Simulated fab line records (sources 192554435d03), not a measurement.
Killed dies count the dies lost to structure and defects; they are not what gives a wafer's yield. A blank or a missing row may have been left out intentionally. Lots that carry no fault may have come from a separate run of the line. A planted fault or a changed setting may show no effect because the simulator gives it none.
fab line records    flow n5_finfet
[record] lots = 7  wafers = 39
route steps=1938 shown ZERO_LAYER@11 SD_EPI_P@321 SD_ACTIVATION@330 BEOL_M0_CUTY@711 BEOL_M2@857 BEOL_M4@1021
start_h: hours from the record's opening day to when the first of the lot's shown wafers began    wait_h: hours elapsed since this lot's preceding step    " same as the row above    L1.1+2: a row that stands for several wafers    - value missing, or start not given    * or withheld: withheld    < > ~ a bound
route shown NAME@n: names a module that has steps shown in the file, with the first one's number in the route    usual: average and standard deviation across the fault-free wafers    same: alike in all rows    chamber/n: place in a boat    sites: each site's reading    _std_site: standard deviation of those values    _edge_site: outer sites' mean less inner sites'    radius_mm: how far each site lies from the wafer's centre    mask NAME#n: copy n    behind: the last tool/chamber to shape the wafer    hold: cause of the lot's hold/its duration in hours/its outcome    device: the transistor (n, p or np) that didn't switch    end of line: at the end of the route, the tests of the same wafers    a step given without rows: its recipe and nothing more    killed: count of dies lost to structure and defects at first sort (not the wafer's yield)    map: shows each die of a wafer: x if killed, . if not, _ if none is there
set.NAME: the setting that was run; set.NAME@STEP: the one run at that earlier step    model.NAME: the simulator's own value behind a step, which no gauge read
lots where settings were altered on purpose, with a table for each step and a row for each wafer
[[steps]]
[step N5_ZERO_LAYER_DEVELOP_10]
[recipe] develop_time_s = 60  rinse_liquid = diw  dry = air_spin  dev_temp_c = 21
lot.wafer         tool            chamber  start_h  wait_h  set.develop_time_s
L075.1+3+4        litho_track-01  0        -        -       60
L075.2+5+6        "               0        "        "       35.45
L078.1+3+4        litho_track-03  0        -        -       83.95
L078.2+5+6        "               0        "        "       60
L082.1+2+4        litho_track-03  0        -        -       79.73
L082.3+5+6        "               0        "        "       60
L085.1+5+6        litho_track-04  0        -        -       60
L085.2+3+4        "               0        "        "       73.34
L088.1+2+4        litho_track-04  0        -        -       60
L091.1+3+6        litho_track-01  0        -        -       89.03
L091.2+4+5        "               0        "        "       60
L097.1+2+3+4+5+6  litho_track-03  0        -        -       60
[step N5_ZERO_LAYER_HARDBAKE_23]
[recipe] temp_c = 130  time_s = 120
[step N5_ZERO_LAYER_CD_MEAS_11]
[recipe] target_cd_nm = 2000  landing_energy_ev = 500  detector = se_inlens
[usual] cd_nm = 2001.2/1.9
lot.wafer  tool       chamber  start_h  wait_h  set.develop_time_s@ZERO_LAYER_DEVELOP_10  cd_nm
L075.1     cd_sem-02  0        18.78    -       60                                        1999.5
L075.2     "          0        "        "       35.45                                     1987.9
L075.3     "          0        "        "       60                                        2000.9
L075.4     "          0        "        "       60                                        1999.8
L075.5     "          0        "        "       35.45                                     1989.8
L075.6     "          0        "        "       35.45                                     1990.4
L078.1     cd_sem-02  0        36.79    -       83.95                                     2006.8
L078.2     "          0        "        "       60                                        2001.5
L078.3     "          0        "        "       83.95                                     2009.1
L078.4     "          0        "        "       83.95                                     2006.2
L078.5     "          0        "        "       60                                        1999.9
L078.6     "          0        "        "       60                                        2000.2
L082.1     cd_sem-02  0        60.64    -       79.73                                     2004.2
L082.2     "          0        "        "       79.73                                     2004.8
L082.3     "          0        "        "       60                                        2000.1
L082.4     "          0        "        "       79.73                                     2006.1
L082.5     "          0        "        "       60                                        2000.3
L082.6     "          0        "        "       60                                        2001.2
L085.1     cd_sem-02  0        78.66    -       60                                        2002.1
L085.2     "          0        "        "       73.34                                     2007.5
L085.3     "          0        "        "       73.34                                     2002.6
L085.4     "          0        "        "       73.34                                     2004.7
L085.5     "          0        "        "       60                                        2002.0
L085.6     "          0        "        "       60                                        2000.2
L088.1     cd_sem-03  0        96.77    -       60                                        2003.3
L088.2     "          0        "        "       60                                        2005.6
L088.4     "          0        "        "       60                                        2002.6
L091.1     cd_sem-01  0        114.64   -       89.03                                     2014.2
L091.2     "          0        "        "       60                                        2002.1
L091.3     "          0        "        "       89.03                                     2012.5
L091.4     "          0        "        "       60                                        2002.7
L091.5     "          0        "        "       60                                        2002.2
L091.6     "          0        "        "       89.03                                     2012.7
L097.1     cd_sem-01  0        150.79   -       60                                        2001.1
L097.2     "          0        "        "       60                                        2004.3
L097.3     "          0        "        "       60                                        1999.2
L097.4     "          0        "        "       60                                        2000.2
L097.5     "          0        "        "       60                                        2000.2
L097.6     "          0        "        "       60                                        1999.1
[step N5_ZERO_LAYER_DESCUM_16]
[recipe] chemistry = O2  time_s = 7.9  source_power_w = 50  bias_power_w = 20  pressure_mtorr = 20  rf_frequency_hz = 2.712e+07  temp_c = 40  o2_flow_sccm = 225
lot.wafer  tool         chamber  start_h  wait_h  set.develop_time_s@ZERO_LAYER_DEVELOP_10  model.ZERO_LAYER.cd_nm
L075.1     rie_diel-01  1        18.82    0.0     60                                        1999
L075.2     "            0        "        "       35.45                                     1988
L075.3     "            3        "        "       60                                        2001
L075.4     "            2        "        "       60                                        2000
L075.5     "            2        "        "       35.45                                     1990
L075.6     "            1        "        "       35.45                                     1991
L078.1     rie_diel-01  1        37.76    1.0     83.95                                     2007
L078.2     "            0        "        "       60                                        2001
L078.3     "            2        "        "       83.95                                     2009
L078.4     "            3        "        "       83.95                                     2006
L078.5+6   "            2,1      "        "       60                                        2000
L082.1     rie_diel-05  1        60.68    0.0     79.73                                     2004
L082.2     "            0        "        "       79.73                                     2005
L082.3+5   "            2        "        "       60                                        2000
L082.4     "            3        "        "       79.73                                     2006
L082.6     "            3        "        "       60                                        2001
L085.1+5   rie_diel-05  0,1      78.70    0.0     60                                        2002
L085.2     "            3        "        "       73.34                                     2008
L085.3     "            1        "        "       73.34                                     2003
L085.4     "            2        "        "       73.34                                     2005
L085.6     "            2        "        "       60                                        2000
L088.1+4   rie_diel-02  1,3      96.92    0.2     60                                        2003
L088.2     "            2        "        "       60                                        2005
L091.1     rie_diel-02  3        114.72   0.1     89.03                                     2014
L091.2+5   "            0,2      "        "       60                                        2002
L091.3     "            2        "        "       89.03                                     2012
L091.4     "            1        "        "       60                                        2003
L091.6     "            1        "        "       89.03                                     2013
L097.1     rie_diel-02  0        150.83   0.0     60                                        2001
L097.2     "            2        "        "       60                                        2004
L097.3     "            3        "        "       60                                        1999
L097.4+5   "            2,0      "        "       60                                        2000
L097.6     "            3        "        "       60                                        -
[step N5_SD_EPI_P_EPI_21]
[recipe] material = SiGe:B  dopant = B  temp_c = 550  pressure_torr = 20  ambient = H2  time_s = 355
lot.wafer  tool          chamber  start_h  wait_h  set.epi_growth_time_s  model.SiGe-B_of_SD_EPI_P_EPI_21.thk_nm
L075.1     epi_rpcvd-03  0        65.58    0.2     355                    61
L075.2+3   "             0        "        "       355                    60.6
L075.4     "             0        "        "       355                    60.8
L075.5     "             0        "        "       355                    60.2
L075.6     "             0        "        "       355                    60.4
L078.1+6   epi_rpcvd-01  0        82.27    0.1     355                    62
L078.2+4   "             0        "        "       355                    61.6
L078.3     "             0        "        "       355                    62.8
L078.5     "             0        "        "       355                    61.4
L082.1     epi_rpcvd-01  0        106.25   0.1     197.6                  37
L082.2     "             0        "        "       197.6                  36.6
L082.3     "             0        "        "       355                    62
L082.4     "             0        "        "       355                    61.6
L082.5     "             0        "        "       355                    61
L082.6     "             0        "        "       197.6                  37.4
L085.1     epi_rpcvd-01  0        124.66   0.1     355                    59.2
L085.2+6   "             0        "        "       355                    61
L085.3     "             0        "        "       355                    60.4
L085.4     "             0        "        "       355                    60.6
L085.5     "             0        "        "       355                    60.8
L088.1     epi_rpcvd-04  0        141.72   0.4     355                    60.6
L088.2+4   "             0        "        "       355                    60.8
L091.1     epi_rpcvd-03  0        159.99   0.2     412.7                  66.8
L091.2     "             0        "        "       412.7                  65.8
L091.3     "             0        "        "       355                    60.4
L091.4+6   "             0        "        "       355                    59.8
L091.5     "             0        "        "       412.7                  66.4
L097.1+3   epi_rpcvd-01  0        191.94   0.1     355                    61
L097.2+4   "             0        "        "       355                    60.8
L097.5     "             0        193.38   1.5     355                    61.4
L097.6     "             0        "        "       355                    61.8
[step N5_SD_EPI_P_EPI_MEAS_23]
[recipe] mode = xrd
[usual] thk_nm = 60.7/1.2
lot.wafer  tool           chamber  start_h  wait_h  set.epi_growth_time_s@SD_EPI_P_EPI_21  thk_nm
L075.1     film_metro-01  -        68.50    2.4     355                                    61.1
L075.2     "              -        "        "       355                                    58.8
L075.3     "              -        "        "       355                                    60.1
L075.4     "              -        "        "       355                                    61.3
L075.5     "              -        "        "       355                                    61.6
L075.6     "              -        "        "       355                                    60.4
L078.1     film_metro-02  -        84.47    1.8     355                                    62.1
L078.2     "              -        "        "       355                                    61.4
L078.3     "              -        "        "       355                                    62.2
L078.4     "              -        "        "       355                                    62.3
L078.5     "              -        "        "       355                                    63.3
L078.6     "              -        "        "       355                                    61.4
L082.1     film_metro-02  -        108.45   1.8     197.6                                  37.3
L082.2     "              -        "        "       197.6                                  36.5
L082.3     "              -        "        "       355                                    60.6
L082.4     "              -        "        "       355                                    61.3
L082.5     "              -        "        "       355                                    60.6
L082.6     "              -        "        "       197.6                                  35.4
L085.1     film_metro-01  -        126.86   1.8     355                                    58.7
L085.2     "              -        "        "       355                                    62.0
L085.3     "              -        "        "       355                                    59.8
L085.4     "              -        "        "       355                                    60.2
L085.5     "              -        "        "       355                                    62.3
L085.6     "              -        "        "       355                                    60.7
L088.1     film_metro-01  -        146.88   4.3     355                                    60.5
L088.2     "              -        "        "       355                                    60.4
L088.4     "              -        "        "       355                                    60.0
L091.1     film_metro-02  -        162.91   2.4     412.7                                  66.4
L091.2     "              -        "        "       412.7                                  63.9
L091.3     "              -        "        "       355                                    61.9
L091.4     "              -        "        "       355                                    59.7
L091.5     "              -        "        "       412.7                                  66.2
L091.6     "              -        "        "       355                                    60.1
L097.1     film_metro-02  -        194.13   1.8     355                                    61.9
L097.2     "              -        "        "       355                                    59.9
L097.3     "              -        "        "       355                                    61.9
L097.4     "              -        "        "       355                                    62.7
L097.5     "              -        "        "       355                                    60.6
L097.6     "              -        "        "       355                                    61.6
[step N5_SD_EPI_P_HM_STRIP_48]
[recipe] chemistry = H3PO4  temp_c = 160  material = SiNx  target = SiNx  target_depth_a = 30  overetch_fraction = 0.3
[step N5_SD_EPI_P_SRD_49]
[recipe] dry = ipa_marangoni  time_s = 30  temp_c = 23  rinse_liquid = diw
[step N5_SD_ACTIVATION_RTA_00]
[recipe] temp_c = 975  time_s = 0  ambient = N2  idle_temp_c = 600  ramp_up_c_per_s = 150  ramp_down_c_per_s = 60  cool_to_c = 600
[step N5_SD_ACTIVATION_LSA_01]
[recipe] temp_c = 1080  time_s = 0.0008  ambient = N2
[step N5_SD_ACTIVATION_RS_MEAS_03]
[recipe] thk_meas_gauge = four-point-probe
[usual] RS_SD_N = 21.92/0.25  RS_SD_P = 56.0/0.86
lot.wafer  tool           chamber  start_h  wait_h  set.epi_growth_time_s@SD_EPI_P_EPI_21  RS_SD_N[ohm/sq]  RS_SD_P[ohm/sq]
L075.1     film_metro-01  -        69.10    0.2     355                                    22.36            55.6
L075.2     "              -        "        "       355                                    22.26            56.0
L075.3     "              -        "        "       355                                    22.20            56.1
L075.4     "              -        "        "       355                                    22.22            55.4
L075.5     "              -        "        "       355                                    21.97            55.7
L075.6     "              -        "        "       355                                    22.30            56.1
L078.1     film_metro-02  -        85.07    0.2     355                                    21.70            54.5
L078.2     "              -        "        "       355                                    21.78            55.2
L078.3     "              -        "        "       355                                    21.85            53.9
L078.4     "              -        "        "       355                                    22.14            54.9
L078.5     "              -        "        "       355                                    21.95            55.5
L078.6     "              -        "        "       355                                    21.78            54.9
L082.1     film_metro-02  -        109.07   0.2     197.6                                  21.55            91.6
L082.2     "              -        "        "       197.6                                  21.79            92.8
L082.3     "              -        "        "       355                                    21.90            54.5
L082.4     "              -        "        "       355                                    21.78            54.9
L082.5     "              -        "        "       355                                    21.90            54.9
L082.6     "              -        "        "       197.6                                  21.80            90.7
L085.1     film_metro-01  -        127.46   0.2     355                                    21.78            57.7
L085.2     "              -        "        "       355                                    21.80            56.3
L085.3     "              -        "        "       355                                    21.95            57.0
L085.4     "              -        "        "       355                                    22.01            56.6
L085.5     "              -        "        "       355                                    21.96            56.7
L085.6     "              -        "        "       355                                    21.96            56.4
L088.1     film_metro-02  -        147.52   0.2     355                                    22.48            56.1
L088.2     "              -        "        "       355                                    22.27            55.3
L088.4     "              -        "        "       355                                    22.24            55.7
L091.1     film_metro-02  -        163.64   0.2     412.7                                  21.76            51.0
L091.2     "              -        "        "       412.7                                  21.69            52.1
L091.3     "              -        "        "       355                                    21.68            57.5
L091.4     "              -        "        "       355                                    21.97            57.3
L091.5     "              -        "        "       412.7                                  21.84            51.4
L091.6     "              -        "        "       355                                    21.97            57.3
L097.1     film_metro-01  -        194.86   0.2     355                                    21.68            56.0
L097.2     "              -        "        "       355                                    21.59            56.6
L097.3     "              -        "        "       355                                    21.69            56.3
L097.4     "              -        "        "       355                                    21.23            56.4
L097.5     "              -        "        "       355                                    21.47            55.6
L097.6     "              -        "        "       355                                    21.72            55.4
[step N5_BEOL_M0_CUTY_DESCUM_61]
[recipe] chemistry = O2  time_s = 7.9  source_power_w = 50  bias_power_w = 20  pressure_mtorr = 20  rf_frequency_hz = 2.712e+07  temp_c = 40  resist = CAR-ArF-block  o2_flow_sccm = 225
lot.wafer   tool         chamber  start_h  wait_h  set.time_s  model.CAR-ArF-block_of_BEOL_M0_CUTY_COAT_51.thk_nm
L075.1      rie_diel-06  3        124.09   0.0     7.9         143.4
L075.2+3    "            2,1      "        "       7.9         143.6
L075.4      "            3        "        "       7.9         143.8
L075.5+6    "            1,2      "        "       7.9         144
L078.1      rie_diel-06  0        140.80   0.0     7.9         143.4
L078.2      "            2        "        "       7.9         143.2
L078.3      "            1        "        "       5.407       144.6
L078.4      "            3        "        "       7.9         143
L078.5      "            3        "        "       5.407       144.8
L078.6      "            0        "        "       5.407       144.4
L082.1      rie_diel-03  0        163.90   0.0     3.278       146.4
L082.2      "            1        "        "       7.9         143.2
L082.3      "            3        "        "       7.9         143
L082.4      "            2        "        "       3.278       146.2
L082.5      "            0        "        "       7.9         142.6
L082.6      "            1        "        "       3.278       145.6
L085.1+3    rie_diel-03  3,2      184.89   0.0     7.9         144.2
L085.2+4    "            1,0      "        "       10.04       143
L085.5      "            2        "        "       7.9         144.4
L085.6      "            3        "        "       10.04       142.6
L088.1+2    rie_diel-06  0,1      207.36   0.8     7.9         143.2
L088.4      "            2        "        "       7.9         142.8
L091.1+2+6  rie_diel-06  1,3,0    219.51   0.0     7.9         143.4
L091.3      "            0        "        "       10.37       142.2
L091.4      "            1        "        "       10.37       141.8
L091.5      "            3        "        "       10.37       142
L097.1      rie_diel-04  0        254.08   0.0     7.9         143.8
L097.2+4    "            3,1      "        "       12.13       140.8
L097.3      "            2        "        "       7.9         144.2
L097.5      "            1        "        "       7.9         143.6
L097.6      "            0        "        "       12.13       141.6
[step N5_BEOL_M2_DESCUM_16]
[recipe] chemistry = O2  time_s = 7  source_power_w = 50  bias_power_w = 20  pressure_mtorr = 20  rf_frequency_hz = 2.712e+07  temp_c = 40  resist = CAR-EUV  o2_flow_sccm = 225
lot.wafer         tool         chamber      start_h  wait_h  set.time_s  model.CAR-EUV_of_BEOL_M2_COAT_05.thk_nm
L075.1+5+6        rie_diel-06  3,3,0        140.04   0.2     4.261       27.4
L075.2+3+4        "            0,2,1        "        "       7           26
L078.1+5+6        rie_diel-06  2,3,0        158.46   0.0     10.67       24.2
L078.2            "            0            "        "       7           26.2
L078.3+4          "            1,3          "        "       7           26
L082.1+3+4+6      rie_diel-03  1,2,0,2      176.37   0.1     7           26.2
L082.2+5          "            3,1          "        "       7           26
L085.1+2+3        rie_diel-03  2,0,3        219.66   0.0     5.471       27
L085.4+5+6        "            1,0,3        "        "       7           26.2
L088.1+2+4        rie_diel-04  2,1,3        231.76   0.1     7           26
L091.1+5+6        rie_diel-03  2,2,3        234.75   0.0     7           26
L091.2+4          "            0,3          "        "       8.199       25.4
L091.3            "            1            "        "       8.199       25.6
L097.1+2+3+4+5+6  rie_diel-04  2,0,3,1,3,2  268.55   0.2     7           26
[step N5_BEOL_M4_ILD_DEP_00]
[recipe] material = SiOC  target_thk_a = 790  temp_c = 350  precursor = DEMS/O2  pressure_torr = 5  rf_w = 500  time_s = 15.3
lot.wafer  tool      chamber  start_h  wait_h  set.target_thk_a  model.SiOC_of_BEOL_M4_ILD_DEP_00.thk_nm
L075.1     pecvd-03  0        186.67   0.0     790               77.2
L075.2     "         1        "        "       790               78
L075.3+5   "         2,0      "        "       790               78.2
L075.4+6   "         1,2      "        "       790               79
L078.1     pecvd-04  2        208.29   0.0     790               78.6
L078.2     "         1        "        "       790               79.6
L078.3     "         0        "        "       539.3             54.8
L078.4     "         0        "        "       539.3             54.2
L078.5     "         1        "        "       790               80.2
L078.6     "         2        "        "       539.3             55.2
L082.1     pecvd-01  1        226.00   0.0     790               78
L082.2     "         2        "        "       790               77
L082.3     "         1        "        "       790               80
L082.4+5   "         2        "        "       790               78.8
L082.6     "         1        "        "       790               80.4
L085.1     pecvd-01  0        257.77   0.0     790               78.2
L085.2     "         2        "        "       790               78
L085.3+5   "         1,2      "        "       544.9             54.4
L085.4     "         1        "        "       790               79.8
L085.6     "         0        "        "       544.9             55.4
L088.1     pecvd-01  2        267.59   0.0     790               79.2
L088.2     "         0        "        "       790               78.4
L088.4     "         1        "        "       790               79.6
L091.1+2   pecvd-04  2,0      279.08   0.0     790               78.8
L091.3     "         1        "        "       790               79.6
L091.4     "         0        "        "       790               79.4
L091.5     "         1        "        "       790               79.8
L091.6     "         2        "        "       790               80
L097.1+5   pecvd-03  0        309.79   0.0     562.9             56.4
L097.2     "         2        "        "       562.9             56.8
L097.3     "         1        "        "       790               78.2
L097.4     "         2        "        "       790               80.2
L097.6     "         1        "        "       790               81
[step N5_BEOL_M4_THK_MEAS_01]
[recipe] reads = SiOC_of_BEOL_M4_ILD_DEP_00
[usual] M4_ILD_THK = 78.8/0.92
lot.wafer  tool           chamber  start_h  wait_h  set.target_thk_a@BEOL_M4_ILD_DEP_00  M4_ILD_THK[nm]
L075.1     film_metro-02  -        186.74   0.0     790                                  77.2
L075.2     "              -        "        "       790                                  78.0
L075.3     "              -        "        "       790                                  78.1
L075.4     "              -        "        "       790                                  79.0
L075.5     "              -        "        "       790                                  78.1
L075.6     "              -        "        "       790                                  78.9
L078.1     film_metro-01  -        208.36   0.0     790                                  78.5
L078.2     "              -        "        "       790                                  79.5
L078.3     "              -        "        "       539.3                                54.8
L078.4     "              -        "        "       539.3                                54.3
L078.5     "              -        "        "       790                                  80.2
L078.6     "              -        "        "       539.3                                55.1
L082.1     film_metro-02  -        226.08   0.1     790                                  78.0
L082.2     "              -        "        "       790                                  77.1
L082.3     "              -        "        "       790                                  80.1
L082.4     "              -        "        "       790                                  78.8
L082.5     "              -        "        "       790                                  78.9
L082.6     "              -        "        "       790                                  80.3
L085.1     film_metro-01  -        257.85   0.1     790                                  78.2
L085.2     "              -        "        "       790                                  78.1
L085.3     "              -        "        "       544.9                                54.4
L085.4     "              -        "        "       790                                  79.9
L085.5     "              -        "        "       544.9                                54.3
L085.6     "              -        "        "       544.9                                55.3
L088.1     film_metro-02  -        267.66   0.0     790                                  79.1
L088.2     "              -        "        "       790                                  78.4
L088.4     "              -        "        "       790                                  79.6
L091.1     film_metro-02  -        279.15   0.0     790                                  78.7
L091.2     "              -        "        "       790                                  78.8
L091.3     "              -        "        "       790                                  79.6
L091.4     "              -        "        "       790                                  79.3
L091.5     "              -        "        "       790                                  79.9
L091.6     "              -        "        "       790                                  80.1
L097.1     film_metro-02  -        309.85   0.0     562.9                                56.3
L097.2     "              -        "        "       562.9                                56.8
L097.3     "              -        "        "       790                                  78.2
L097.4     "              -        "        "       790                                  80.2
L097.5     "              -        "        "       562.9                                56.4
L097.6     "              -        "        "       790                                  80.9
[[key]]
[split] step = N5_ZERO_LAYER_DEVELOP_10  setting = develop_time_s  stated = 60  by = wafer
[response] step = N5_ZERO_LAYER_CD_MEAS_11  reading = cd_nm  change = +0.203  per = 1%  r = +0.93
[response] step = N5_ZERO_LAYER_DESCUM_16  reading = model.ZERO_LAYER.cd_nm  change = +0.204  per = 1%  r = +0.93
[split] step = N5_SD_EPI_P_EPI_21  setting = epi_growth_time_s  stated = 355  by = wafer
[response] step = N5_SD_EPI_P_EPI_21  reading = model.SiGe-B_of_SD_EPI_P_EPI_21.thk_nm  change = +0.534  per = 1%  r = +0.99
[response] step = N5_SD_EPI_P_EPI_MEAS_23  reading = thk_nm  change = *  per = 1%  r = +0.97
[response] step = N5_SD_ACTIVATION_RS_MEAS_03  reading = RS_SD_P  change = -0.777  per = 1%  r = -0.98
[split] step = N5_BEOL_M0_CUTY_DESCUM_61  setting = time_s  stated = 7.9  by = wafer
[response] step = N5_BEOL_M0_CUTY_DESCUM_61  reading = model.CAR-ArF-block_of_BEOL_M0_CUTY_COAT_51.thk_nm  change = -0.051  per = 1%  r = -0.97
[split] step = N5_BEOL_M2_DESCUM_16  setting = time_s  stated = 7  by = wafer
[response] step = N5_BEOL_M2_DESCUM_16  reading = model.CAR-EUV_of_BEOL_M2_COAT_05.thk_nm  change = -0.0355  per = 1%  r = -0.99
[split] step = N5_BEOL_M4_ILD_DEP_00  setting = target_thk_a  stated = 790  by = wafer
[response] step = N5_BEOL_M4_ILD_DEP_00  reading = model.SiOC_of_BEOL_M4_ILD_DEP_00.thk_nm  change = +0.786  per = 1%  r = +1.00
[response] step = N5_BEOL_M4_THK_MEAS_01  reading = M4_ILD_THK  change = +0.786  per = 1%  r = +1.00
